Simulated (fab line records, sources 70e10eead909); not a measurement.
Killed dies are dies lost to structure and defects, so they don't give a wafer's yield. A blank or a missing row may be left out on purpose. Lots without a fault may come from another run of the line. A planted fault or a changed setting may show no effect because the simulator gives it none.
Chamber matching | flow nand_harc | NHARC_P_GATE_DESCUM_93 on rie_diel-06: 4 sister chambers
The step chemistry O2, time 3 s. 4 wafers are shown with their chamber, then 9 later ones without.

WAFERS WITH THEIR CHAMBER
wafer  | chamber | showerhead_plenum_p_Torr (Torr)
L858.6 | 2       | 2.04
L862.3 | 1       | 1.96
L868.5 | 0       | 1.83
L868.6 | 3       | 1.85

WAFERS WITHOUT THEIR CHAMBER
wafer  | showerhead_plenum_p_Torr (Torr)
L869.2 | 1.85
L869.3 | 2.03
L869.5 | 1.96
L874.3 | 1.96
L874.4 | 1.85
L874.5 | 2.03
L876.1 | 1.85
L876.2 | 1.83
L876.3 | 2.03

WHICH CHAMBER EACH WENT THROUGH
wafer  | from the rows above | in truth
L869.2 | 3                   | 3
L869.3 | 2                   | 2
L869.5 | 1                   | 1
L874.3 | 1                   | 1
L874.4 | 3                   | 3
L874.5 | 2                   | 2
L876.1 | 3                   | 3
L876.2 | 0                   | 0
L876.3 | 2                   | 2
Placed correctly: 9 of 9. Can't be placed from these rows: 0. Placed wrongly: 0.
How it was worked out, from the rows above alone: a wafer's distance from a chamber is the root of the sum, over the readings, of the square of ((its reading less the chamber's mean) divided by the reading's scatter). The wafer belongs to the nearest chamber; if the next one is less than 2 further off, it can't be placed. A chamber's mean is the mean of its shown wafers. The scatter: with one shown wafer a chamber, the root of the mean of the squares of how far each hidden wafer lies from its nearest shown one.
